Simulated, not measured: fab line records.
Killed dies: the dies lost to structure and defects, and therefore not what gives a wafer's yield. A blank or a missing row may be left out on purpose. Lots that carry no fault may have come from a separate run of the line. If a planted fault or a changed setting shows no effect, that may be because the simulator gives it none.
A struck lot beside a sound one ; flow nandHarc ; 14 steps out of a route of 1302
Sound: these wafers, L527.1, L527.4, L527.6. Struck: wafers L531.1, L531.3, L531.5. The cause is named last.
Each step with rows lists, per side, the tool, then ch with its chambers, then its first start. Under that, the readings that differ: sound wafers ; struck wafers ; difference of the means ; sigmas: that difference in standard deviations of wafers without a fault.
alike: words and numbers the same on both sides, and readings whose means are apart by under 2 such deviations; not compared: readings that were withheld, readings missing a value for some wafer, numbers with overlapping values and no deviation given by the record, and bounds like >300 which may hide the same value.
Wherever a step has rows on one side only, a row that says differs or no value, or a row with sigmas, the two part there. Numbers that don't overlap but have no deviation are shown without sigmas and don't part them. A reading that every wafer of one side lacks parts them only if that side has two wafers or more.

first, 1 step without rows for these wafers: NHARC_A_STAIRCASE_TRIM_12 (chemistry O2, time 211.2 s).
NHARC_A_STAIRCASE_ETCH_13: etches the open film in C4F8/O2, target depth 100 nm, time 40.5 s.
  sound on rieDiel-13 ch 1,3; struck on rieDiel-09 ch 1,2
  alike: biasW, chamberPressureMTorr, oesProductAu, rfVppV
  not compared: rfHoursCounterH
then, 1 step without rows for these wafers: NHARC_A_STAIRCASE_TRIM_14 (chemistry O2, time 211.2 s).
NHARC_A_STAIRCASE_ETCH_15: etches the open film in C4F8/O2, target depth 100 nm, time 40.5 s.
  sound on rieDiel-13 ch 2,3; struck on rieDiel-09 ch 1,3
  alike: biasW, chamberPressureMTorr, oesProductAu, rfVppV
  not compared: rfHoursCounterH
then, 3 steps without rows for these wafers: NHARC_A_STAIRCASE_TRIM_16 (chemistry O2, time 211.2 s); NHARC_A_STAIRCASE_ETCH_17 (etches the open film in C4F8/O2, target depth 100 nm, time 40.5 s); NHARC_A_STAIRCASE_TRIM_18 (chemistry O2, time 211.2 s).
NHARC_A_STAIRCASE_ETCH_19: etches the open film in C4F8/O2, target depth 100 nm, time 40.5 s.
  sound on rieDiel-13 ch 1,2,3; struck on rieDiel-09 ch 1,3
  alike: biasW, chamberPressureMTorr, oesProductAu, rfVppV
  not compared: rfHoursCounterH
then, 1 step without rows for these wafers: NHARC_A_STAIRCASE_TRIM_20 (chemistry O2, time 211.2 s).
NHARC_A_STAIRCASE_ETCH_21: etches the open film in C4F8/O2, target depth 100 nm, time 40.5 s.
  sound on rieDiel-13 ch 0,2,3; struck on rieDiel-09 ch 1,2
  alike: biasW, chamberPressureMTorr, oesProductAu, rfVppV
  not compared: rfHoursCounterH
NHARC_A_STAIRCASE_TRIM_22: chemistry O2, time 211.2 s.
  sound on rieDiel-13 ch 2,3; struck on rieDiel-09 ch 1,2
  alike: drypumpMotorCurrentA, oesProductAu, rfVppV, showerheadPlenumPTorr, throttleValvePct
  not compared: rfHoursCounterH
NHARC_A_STAIRCASE_ETCH_23: etches the open film in C4F8/O2, target depth 100 nm, time 40.5 s.
  sound on rieDiel-13 ch 0,2,3, day 18 14:19; struck on rieDiel-09 ch 1,2,3, day 20 19:35
  no value came back on the struck wafers for any of 5 readings (biasW (W), chamberPressureMTorr (mTorr) and others); on the sound wafers biasW (W) reads 997 1004 1001
  not compared: rfHoursCounterH
then, 1 step without rows for these wafers: NHARC_A_STAIRCASE_TRIM_24 (chemistry O2, time 211.2 s).
-- jump in the record: it breaks off in module A_STAIRCASE and resumes in module END (first step shown: number 1302 of the route), and 9 days separate the struck wafers' starts before and after --
NHARC_END_SORT_01:
  only the struck wafers appear in the record here, on prober-01 ch 0 at day 29 10:55; the sound ones have no rows

== WHERE THEY PART ==
At NHARC_A_STAIRCASE_ETCH_23 first; at NHARC_END_SORT_01 last (within this record only).

WHY: whatever the simulator had introduced
At NHARC_A_STAIRCASE_ETCH_23, the step was skipped entirely on rieDiel-09 from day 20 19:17 on. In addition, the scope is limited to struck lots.
